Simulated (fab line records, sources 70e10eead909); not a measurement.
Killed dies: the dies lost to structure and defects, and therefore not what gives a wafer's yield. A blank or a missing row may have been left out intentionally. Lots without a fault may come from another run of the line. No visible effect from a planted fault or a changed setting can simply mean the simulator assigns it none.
fab line records + flow nand-harc
record
- lots=14
- wafers=40
- last-day=33
route steps=1302 shown A_CONTACT@998
lots untouched by any fault: they come from a run of this same line in which no faults occurred
start-h: the number of hours between the record's first day and the start of the first shown wafer of the lot + wait-h: hours from the lot's prior step to this one + " same as the row above + L1.1+2: one row covering several wafers at once + - no value present, or no start provided + * or withheld: withheld + < > ~ a bound
route shown NAME@n: NAME is a module with steps in the file, n the number in the route of the first one + usual: the fault-free wafers' mean and standard deviation + same: alike in all rows + chamber/n: place in a boat + sites: each site's reading + _std_site: standard deviation across them + _edge_site: outer sites' mean less inner sites' + radius-mm: for every site, how far away it sits from the centre of the wafer + mask NAME#n: copy n + behind: tool/chamber where the wafer was last shaped + hold: why the lot went on hold/how many hours it stayed there/how the hold came to an end + device: the transistor (n, p or np) that didn't switch + end of line: tests of these same wafers at the route's end + a step without rows: its recipe alone + killed: count of dies lost to structure and defects at first sort (not the wafer's yield) + map: dies across one wafer; x = killed, . = not, _ = none there
set.NAME: the setting the step ran with; set.NAME@STEP: the setting that earlier step ran with + model.NAME: the simulator's own value behind a step, which no gauge read
one table for each step of the route and one row for each wafer, over a sample of lots
services: from which hour (start-h, from the record's first day; less than 0 if before it) a tool's chamber was out of use, for how many hours, and why
## steps
# step NHARC_A_CONTACT_OVL_MEAS_43
# usual
- overlay-x-nm=0.1/0.73
- overlay-y-nm=-0.1/0.74
| lot.wafer | tool       | chamber | start-h | wait-h | overlay-x-nm | overlay-y-nm |
|-----------|------------|---------|---------|--------|--------------|--------------|
| L236.1    | overlay-01 | -       | 471.45  | -      | -0.6         | -1.0         |
| L236.2    | "          | -       | "       | "      | 0.0          | -0.9         |
| L236.3    | "          | -       | "       | "      | -0.7         | -1.3         |
| L237.1    | overlay-01 | -       | 483.36  | -      | -1.0         | -0.5         |
| L237.3    | "          | -       | "       | "      | -0.6         | 0.0          |
| L237.5    | "          | -       | "       | "      | -0.3         | -0.5         |
| L242.1    | overlay-02 | -       | 548.54  | -      | 0.5          | 0.0          |
| L242.4    | "          | -       | "       | "      | -0.1         | 0.2          |
| L246.3    | overlay-01 | -       | 566.04  | -      | 0.4          | -0.5         |
| L246.4    | "          | -       | "       | "      | 1.1          | 0.2          |
| L247.1    | overlay-01 | -       | 575.14  | -      | 0.9          | 0.6          |
| L247.2    | "          | -       | "       | "      | 1.1          | 0.6          |
| L247.6    | "          | -       | "       | "      | 0.9          | 0.6          |
| L249.3    | overlay-01 | -       | 603.99  | -      | -0.5         | -0.5         |
| L249.4    | "          | -       | "       | "      | -0.1         | -0.1         |
| L249.5    | "          | -       | "       | "      | -0.8         | -0.2         |
| L251.1    | overlay-02 | -       | 619.66  | -      | -1.4         | 0.2          |
| L251.2    | "          | -       | "       | "      | -1.2         | 0.3          |
| L251.5    | "          | -       | "       | "      | -1.6         | -0.5         |
| L252.1    | overlay-02 | -       | 624.42  | -      | 0.1          | 0.5          |
| L252.5    | "          | -       | "       | "      | -0.1         | 0.5          |
| L252.6    | "          | -       | "       | "      | 0.4          | 0.3          |
| L253.1    | overlay-02 | -       | 639.94  | -      | 0.7          | -0.3         |
| L253.2    | "          | -       | "       | "      | 1.3          | -0.8         |
| L253.5    | "          | -       | "       | "      | 0.5          | -1.0         |
| L254.2    | overlay-01 | -       | 640.10  | -      | -0.2         | 0.6          |
| L254.5    | "          | -       | "       | "      | 0.2          | 0.2          |
| L254.6    | "          | -       | "       | "      | 0.1          | 0.8          |
| L256.2    | overlay-02 | -       | 672.60  | -      | 1.2          | 0.3          |
| L256.3    | "          | -       | "       | "      | 1.4          | -0.1         |
| L256.6    | "          | -       | "       | "      | 1.2          | 0.1          |
| L255.1    | overlay-01 | -       | 673.35  | -      | 0.4          | 0.3          |
| L255.2    | "          | -       | "       | "      | 0.4          | 0.4          |
| L255.6    | "          | -       | "       | "      | 0.0          | 0.6          |
| L258.1    | overlay-02 | -       | 695.88  | -      | -0.1         | -1.7         |
| L258.3    | "          | -       | "       | "      | 0.6          | -1.5         |
| L258.6    | "          | -       | "       | "      | 0.5          | -1.4         |
| L257.1    | overlay-01 | -       | 700.64  | -      | -0.7         | 0.1          |
| L257.3    | "          | -       | "       | "      | -0.1         | -0.1         |
| L257.4    | "          | -       | "       | "      | 0.2          | -0.2         |
# step NHARC_A_CONTACT_ETCH_48
# recipe
- target-depth-a=390
- over-etch-frac=0.3
- time-s=65
- ion-energy-ev=80
- cf4-flow-sccm=150
- ar-flow-sccm=0
- rf-w=300
- bias-w=100
- chemistry=CF4
# usual
- drypump-motor-current-A=5.8/0.33
- oes-product-au=0.999/0.0069
- rf-vpp-V=151.4/1.3
- run-length-s=86.4/0.43
- showerhead-plenum-p-Torr=1.77/0.094
- throttle-valve-pct=13.285/0.0084
| lot.wafer | tool        | chamber | start-h | wait-h | drypump-motor-current-A | oes-product-au | rf-hours-counter-h | rf-vpp-V | run-length-s | showerhead-plenum-p-Torr | throttle-valve-pct |
|-----------|-------------|---------|---------|--------|-------------------------|----------------|--------------------|----------|--------------|--------------------------|--------------------|
| L236.3    | rie-diel-07 | 2       | 471.63  | 0.1    | 6.0                     | 0.994          | 1                  | 150.5    | 86.9         | 1.74                     | 13.281             |
| L236.1    | "           | 0       | "       | "      | 5.9                     | 0.992          | 2                  | 153.3    | 87.0         | 1.91                     | 13.290             |
| L236.2    | "           | 1       | "       | "      | 5.9                     | 1.008          | 1                  | 151.4    | 86.2         | 1.77                     | 13.281             |
| L237.1    | rie-diel-03 | 1       | 483.54  | 0.1    | 5.9                     | 1.001          | 11                 | 151.5    | 86.4         | 1.68                     | 13.287             |
| L237.3    | "           | 3       | "       | "      | 6.0                     | 1.005          | 13                 | 151.7    | 86.3         | 1.90                     | 13.290             |
| L237.5    | "           | 1       | "       | "      | 5.9                     | 0.996          | -                  | 150.7    | 86.3         | 1.68                     | 13.281             |
| L242.4    | rie-diel-07 | 3       | 548.73  | 0.1    | 5.6                     | 1.002          | 18                 | 149.3    | 68.3         | 1.65                     | 13.279             |
| L242.1    | "           | 1       | "       | "      | 5.9                     | 0.997          | 15                 | 151.5    | 86.0         | 1.76                     | 13.281             |
| L246.3    | rie-diel-07 | 2       | 566.23  | 0.1    | 6.0                     | 1.002          | 20                 | 150.3    | 69.4         | 1.73                     | 13.293             |
| L246.4    | "           | 3       | "       | "      | 5.6                     | 1.008          | 22                 | 150.1    | 68.2         | 1.65                     | 13.291             |
| L247.1    | rie-diel-05 | 3       | 575.32  | 0.1    | 5.2                     | 1.005          | 2                  | 152.7    | 86.1         | 1.86                     | 13.275             |
| L247.2    | "           | 1       | "       | "      | 5.4                     | 0.987          | 3                  | 151.2    | 86.1         | 1.79                     | 13.287             |
| L247.6    | "           | 0       | "       | "      | 6.3                     | 0.993          | -                  | 153.6    | 85.5         | 1.89                     | 13.282             |
| L249.4    | rie-diel-03 | 1       | 604.17  | 0.1    | 5.9                     | 1.006          | 49                 | 150.3    | 86.5         | 1.67                     | 13.278             |
| L249.3    | "           | 2       | "       | "      | 5.0                     | 1.011          | 46                 | 152.1    | 86.1         | 1.85                     | 13.276             |
| L249.5    | "           | 1       | "       | "      | 5.9                     | 0.999          | -                  | 151.4    | 86.1         | 1.67                     | 13.284             |
| L251.1    | rie-diel-07 | 1       | 619.89  | 0.1    | 5.9                     | 0.990          | 28                 | 150.3    | 86.0         | 1.76                     | 13.279             |
| L251.2    | "           | 2       | "       | "      | 6.0                     | 0.995          | 29                 | 150.6    | 86.4         | 1.73                     | 13.274             |
| L251.5    | "           | 0       | "       | "      | 5.9                     | 0.992          | -                  | 152.1    | 86.8         | 1.90                     | 13.278             |
| L252.1    | rie-diel-05 | 0       | 624.63  | 0.1    | 6.3                     | 0.988          | 20                 | 153.1    | 85.7         | 1.89                     | 13.274             |
| L252.5    | "           | 1       | "       | "      | 5.4                     | 1.012          | -                  | 151.4    | 86.1         | 1.78                     | 13.290             |
| L252.6    | "           | 2       | "       | "      | 6.1                     | 1.001          | -                  | 152.1    | 87.0         | 1.90                     | 13.268             |
| L253.1    | rie-diel-07 | 1       | 640.13  | 0.1    | 5.8                     | 0.997          | 1                  | 150.8    | 86.2         | 1.76                     | 13.271             |
| L253.2    | "           | 2       | "       | "      | 6.0                     | 1.004          | 1                  | 151.1    | 86.8         | 1.73                     | 13.293             |
| L253.5    | "           | 3       | "       | "      | 5.6                     | 1.010          | -                  | 149.5    | 86.0         | 1.65                     | 13.280             |
| L254.2    | rie-diel-05 | 1       | 640.29  | 0.1    | 5.4                     | 1.001          | 25                 | 150.7    | 86.5         | 1.78                     | 13.266             |
| L254.6    | "           | 0       | "       | "      | 6.3                     | 0.980          | -                  | 151.4    | 86.2         | 1.88                     | 13.283             |
| L254.5    | "           | 1       | "       | "      | 5.4                     | 1.004          | -                  | 151.2    | 86.6         | 1.78                     | 13.285             |
| L256.3    | rie-diel-07 | 3       | 672.79  | 0.1    | 5.6                     | 0.993          | 6                  | 149.2    | 86.2         | 1.65                     | 13.283             |
| L256.2    | "           | 0       | "       | "      | 5.9                     | 0.988          | 5                  | 151.0    | 87.0         | 1.90                     | 13.276             |
| L256.6    | "           | 1       | "       | "      | 5.9                     | 0.985          | -                  | 151.8    | 86.2         | 1.76                     | 13.297             |
| L255.1    | rie-diel-03 | 2       | 673.57  | 0.1    | 5.0                     | 1.000          | 22                 | 152.2    | 86.2         | 1.85                     | 13.285             |
| L255.2    | "           | 0       | "       | "      | 5.2                     | 0.993          | 18                 | 150.0    | 86.6         | 1.68                     | 13.292             |
| L255.6    | "           | 1       | "       | "      | 5.9                     | 0.987          | -                  | 149.7    | 86.6         | 1.66                     | 13.282             |
| L258.3    | rie-diel-07 | 3       | 696.07  | 0.1    | 5.6                     | 1.000          | 10                 | 149.6    | 86.0         | 1.65                     | 13.283             |
| L258.1    | "           | 1       | "       | "      | 5.8                     | 0.994          | 7                  | 152.2    | 86.1         | 1.76                     | 13.289             |
| L258.6    | "           | 3       | "       | "      | 5.6                     | 0.996          | -                  | 149.4    | 85.9         | 1.65                     | 13.285             |
| L257.4    | rie-diel-07 | 0       | 700.83  | 0.1    | 5.9                     | 0.984          | 10                 | 152.3    | 87.1         | 1.90                     | 13.296             |
| L257.3    | "           | 1       | "       | "      | 5.9                     | 0.988          | 8                  | 151.4    | 86.5         | 1.76                     | 13.293             |
| L257.1    | "           | 2       | "       | "      | 6.0                     | 1.005          | 9                  | 151.6    | 86.6         | 1.73                     | 13.295             |
# step NHARC_A_CONTACT_ETCH_114
# recipe
- source-w=withheld
- pressure-mtorr=20
- bias-v=3000
- time-s=190
- target-depth-a=18500
- ar-flow-sccm=withheld
- c4f8-flow-sccm=withheld
- o2-flow-sccm=withheld
- chemistry=C4F8/O2/Ar
# usual
- run-length-s=190/0
| lot.wafer | tool            | chamber | start-h | wait-h | rf-hours-counter-h | run-length-s |
|-----------|-----------------|---------|---------|--------|--------------------|--------------|
| L236.1    | har-cap-etch-02 | 0       | 473.93  | 0.1    | 80                 | 190          |
| L236.2    | "               | 1       | "       | "      | 80                 | 190          |
| L236.3    | "               | 1       | "       | "      | -                  | 190          |
| L237.1    | har-cap-etch-02 | 1       | 485.81  | 0.1    | 84                 | 190          |
| L237.3    | "               | 1       | "       | "      | -                  | 190          |
| L237.5    | "               | 1       | "       | "      | -                  | 190          |
| L242.1    | har-cap-etch-03 | 0       | 551.05  | 0.1    | 55                 | 190          |
| L242.4    | "               | 1       | "       | "      | -                  | 190          |
| L246.3    | har-cap-etch-03 | 1       | 568.55  | 0.1    | -                  | 190          |
| L246.4    | "               | 0       | "       | "      | -                  | 190          |
| L247.1    | har-cap-etch-01 | 0       | 577.61  | 0.1    | 18                 | 190          |
| L247.2    | "               | 1       | "       | "      | 18                 | 190          |
| L247.6    | "               | 1       | "       | "      | -                  | 190          |
| L249.4    | har-cap-etch-02 | 1       | 606.50  | 0.1    | -                  | 190          |
| L249.3    | "               | 0       | "       | "      | -                  | 190          |
| L249.5    | "               | 0       | "       | "      | -                  | 190          |
| L251.1    | har-cap-etch-02 | 1       | 622.17  | 0.1    | 111                | 190          |
| L251.2    | "               | 0       | "       | "      | 111                | 190          |
| L251.5    | "               | 0       | "       | "      | -                  | 190          |
| L252.1    | har-cap-etch-02 | 1       | 626.88  | 0.1    | 113                | 190          |
| L252.6    | "               | 1       | "       | "      | -                  | 190          |
| L252.5    | "               | 0       | "       | "      | -                  | 190          |
| L253.2    | har-cap-etch-01 | 1       | 642.58  | 0.2    | 31                 | 190          |
| L253.1    | "               | 0       | "       | "      | 31                 | 190          |
| L253.5    | "               | 1       | "       | "      | -                  | 190          |
| L254.2    | har-cap-etch-03 | 1       | 642.61  | 0.1    | 74                 | 190          |
| L254.5    | "               | 0       | "       | "      | -                  | 190          |
| L254.6    | "               | 1       | "       | "      | -                  | 190          |
| L256.2    | har-cap-etch-01 | 1       | 675.08  | 0.1    | 35                 | 190          |
| L256.3    | "               | 0       | "       | "      | -                  | 190          |
| L256.6    | "               | 0       | "       | "      | -                  | 190          |
| L255.2    | har-cap-etch-02 | 1       | 676.21  | 0.1    | 122                | 190          |
| L255.1    | "               | 0       | "       | "      | 122                | 190          |
| L255.6    | "               | 0       | "       | "      | -                  | 190          |
| L258.1    | har-cap-etch-02 | 0       | 698.38  | 0.1    | 125                | 190          |
| L258.3    | "               | 1       | "       | "      | -                  | 190          |
| L258.6    | "               | 0       | "       | "      | -                  | 190          |
| L257.1    | har-cap-etch-03 | 1       | 703.37  | 0.2    | 83                 | 190          |
| L257.3    | "               | 0       | "       | "      | -                  | 190          |
| L257.4    | "               | 1       | "       | "      | -                  | 190          |
# step NHARC_A_CONTACT_ETCH_117
# recipe
- source-w=withheld
- pressure-mtorr=20
- bias-v=3000
- time-s=190
- target-depth-a=18500
- ar-flow-sccm=withheld
- c4f8-flow-sccm=withheld
- o2-flow-sccm=withheld
- chemistry=C4F8/O2/Ar
# usual
- run-length-s=190/0
| lot.wafer | tool            | chamber | start-h | wait-h | rf-hours-counter-h | run-length-s |
|-----------|-----------------|---------|---------|--------|--------------------|--------------|
| L236.1    | har-cap-etch-02 | 0       | 474.44  | 0.1    | 81                 | 190          |
| L236.2    | "               | 1       | "       | "      | 81                 | 190          |
| L236.3    | "               | 1       | "       | "      | -                  | 190          |
| L237.1    | har-cap-etch-02 | 1       | 486.32  | 0.1    | 85                 | 190          |
| L237.3    | "               | 1       | "       | "      | -                  | 190          |
| L237.5    | "               | 1       | "       | "      | -                  | 190          |
| L242.1    | har-cap-etch-03 | 0       | 551.56  | 0.1    | 56                 | 190          |
| L242.4    | "               | 1       | "       | "      | -                  | 190          |
| L246.3    | har-cap-etch-03 | 1       | 569.06  | 0.1    | -                  | 190          |
| L246.4    | "               | 0       | "       | "      | -                  | 190          |
| L247.1    | har-cap-etch-01 | 0       | 578.13  | 0.1    | 18                 | 190          |
| L247.2    | "               | 1       | "       | "      | 18                 | 190          |
| L247.6    | "               | 1       | "       | "      | -                  | 190          |
| L249.4    | har-cap-etch-02 | 1       | 607.01  | 0.1    | -                  | 190          |
| L249.3    | "               | 0       | "       | "      | -                  | 190          |
| L249.5    | "               | 0       | "       | "      | -                  | 190          |
| L251.1    | har-cap-etch-02 | 1       | 622.68  | 0.1    | 112                | 190          |
| L251.2    | "               | 0       | "       | "      | 112                | 190          |
| L251.5    | "               | 0       | "       | "      | -                  | 190          |
| L252.1    | har-cap-etch-02 | 1       | 627.40  | 0.1    | 114                | 190          |
| L252.6    | "               | 1       | "       | "      | -                  | 190          |
| L252.5    | "               | 0       | "       | "      | -                  | 190          |
| L254.2    | har-cap-etch-03 | 1       | 643.12  | 0.1    | 75                 | 190          |
| L254.5    | "               | 0       | "       | "      | -                  | 190          |
| L254.6    | "               | 1       | "       | "      | -                  | 190          |
| L253.2    | har-cap-etch-01 | 1       | 643.27  | 0.2    | 32                 | 190          |
| L253.1    | "               | 0       | "       | "      | 32                 | 190          |
| L253.5    | "               | 1       | "       | "      | -                  | 190          |
| L256.2    | har-cap-etch-01 | 1       | 675.59  | 0.1    | 36                 | 190          |
| L256.3    | "               | 0       | "       | "      | -                  | 190          |
| L256.6    | "               | 0       | "       | "      | -                  | 190          |
| L255.2    | har-cap-etch-02 | 1       | 676.72  | 0.1    | 122                | 190          |
| L255.1    | "               | 0       | "       | "      | 122                | 190          |
| L255.6    | "               | 0       | "       | "      | -                  | 190          |
| L258.1    | har-cap-etch-02 | 0       | 698.89  | 0.1    | 126                | 190          |
| L258.3    | "               | 1       | "       | "      | -                  | 190          |
| L258.6    | "               | 0       | "       | "      | -                  | 190          |
| L257.1    | har-cap-etch-03 | 1       | 704.05  | 0.2    | 83                 | 190          |
| L257.3    | "               | 0       | "       | "      | -                  | 190          |
| L257.4    | "               | 1       | "       | "      | -                  | 190          |
## services
| tool            | chamber | start-h | hours | kind                          |
|-----------------|---------|---------|-------|-------------------------------|
| rie-diel-07     | 0       | 456.44  | -     | clean                         |
| rie-diel-07     | 0       | 456.44  | -     | consumable-replace:showerhead |
| rie-diel-07     | 1       | 456.44  | -     | clean                         |
| rie-diel-07     | 2       | 456.44  | -     | clean                         |
| rie-diel-07     | 3       | 456.44  | -     | clean                         |
| har-cap-etch-01 | -       | 473.00  | 17.0  | pm                            |
| rie-diel-07     | 0       | 480.94  | -     | clean                         |
| rie-diel-07     | 1       | 480.94  | -     | clean                         |
| rie-diel-07     | 2       | 480.94  | -     | clean                         |
| rie-diel-07     | 3       | 480.94  | -     | clean                         |
| rie-diel-07     | 0       | 505.62  | -     | clean                         |
| rie-diel-07     | 1       | 505.62  | -     | clean                         |
| rie-diel-07     | 2       | 505.62  | -     | clean                         |
| rie-diel-07     | 3       | 505.62  | -     | clean                         |
| rie-diel-07     | 0       | 530.12  | -     | clean                         |
| rie-diel-07     | 1       | 530.12  | -     | clean                         |
| rie-diel-07     | 2       | 530.12  | -     | clean                         |
| rie-diel-07     | 3       | 530.12  | -     | clean                         |
| rie-diel-05     | 3       | 534.63  | 5.9   | repair                        |
| rie-diel-03     | 3       | 607.91  | 3.9   | repair                        |
| rie-diel-03     | -       | 611.37  | 9.0   | pm                            |
| rie-diel-07     | -       | 624.44  | 9.0   | pm                            |
| rie-diel-05     | 3       | 649.29  | 4.2   | repair                        |
| rie-diel-03     | 3       | 669.68  | 11.9  | repair                        |
## key
first-sign
- step=NHARC_A_CONTACT_ETCH_48
- reading=run-length-s
- direction=down
- sigmas=41
- usual=*
- struck=*
effect none on later readings
met-at NHARC_A_CONTACT_ETCH_48
struck-lots L242,L246
struck-wafers L242.4,L246.3,L246.4
sort-left-out L242.4,L246.3,L246.4
tester-left-out L242,L246
not-acting-at NHARC_A_CONTACT_OVL_MEAS_43,NHARC_A_CONTACT_ETCH_114,NHARC_A_CONTACT_ETCH_117
onset-between 471.63 548.73
fault
- kind=process-parameter-drift
- tool=rie-diel-07
- chamber=-
- onset-h=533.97
- steps=NHARC_A_CONTACT_ETCH_48
- channel=time-s
- offset=*
- shape=step
- end-h=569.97
- scope=struck-wafers-only
- acts-in=*
- stated=*
# tester-left-out: of these lots the tester's yield and bins aren't shown, on N5 and GAA mostly nor the transistor test; their killed dies are dies lost to structure and defects alone, not to doping, threshold or leakage, so they don't give the yield
# sort-left-out: the simulated sort isn't trusted on such a fault, so these wafers' sort isn't shown, and their yield isn't known
